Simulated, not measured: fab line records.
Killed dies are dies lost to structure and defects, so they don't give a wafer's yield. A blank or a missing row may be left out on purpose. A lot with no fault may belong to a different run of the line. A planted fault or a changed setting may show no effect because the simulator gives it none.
The tool behind it: which one? | flow nand_harc | at 1 step of a route of 1302, 12 lots with 36 wafers sampled

## WHAT THE GAUGES READ, wafer by wafer
NHARC_P_M1_THK_MEAS_24: measures by xrf.
lot  | measured     | on            | thk_nm (nm)
L075 | day 6 22:26  | film_metro-02 | 159.3 160.1 158.3
L077 | day 7 13:31  | film_metro-02 | 156.9 155.7 157.4
L079 | day 8 08:14  | film_metro-02 | 159.1 157.5 159.1
L081 | day 9 03:42  | film_metro-01 | 156.7 156.4 156.7
L083 | day 10 05:59 | film_metro-02 | 155.8 157.9 156.9
L085 | day 11 00:24 | film_metro-02 | 160.0 159.4 158.9
L087 | day 11 16:17 | film_metro-02 | 156.5 159.7 158.1
L088 | day 12 18:11 | film_metro-01 | 159.5 158.3 158.6
L091 | day 13 19:08 | film_metro-02 | 156.7 156.1 155.5
L093 | day 14 06:26 | film_metro-02 | 157.0 155.3 157.5
L095 | day 15 00:10 | film_metro-02 | 157.4 157.8 156.3
L097 | day 15 18:22 | film_metro-01 | 157.0 160.0 157.0

## EACH LOT AND THE TOOL THAT RAN IT (in order: tool; ch and the chambers of the sampled wafers; start)
The record holds no process step before these readings.

## THE ANSWER, worked out from the rows above alone
Rule: what is usual is taken from the lots themselves. The widest of any qualifying gaps counts: lots, ordered by their means at a reading, are off when they make up no more than a third of the lots, leave a main group of 4 or more, and stand apart from it by 3 or more times the standard deviation of that group's means. A main group whose means are all the same, to the digits that the tables above print for the reading, isn't used. Also off: a lot with no number at a reading for which 4 or more lots have one. The other lots that the step has rows for count as sound.
No lot is off at any reading shown: from this, nothing can be told.

## WHAT WAS PUT IN BY THE SIMULATOR
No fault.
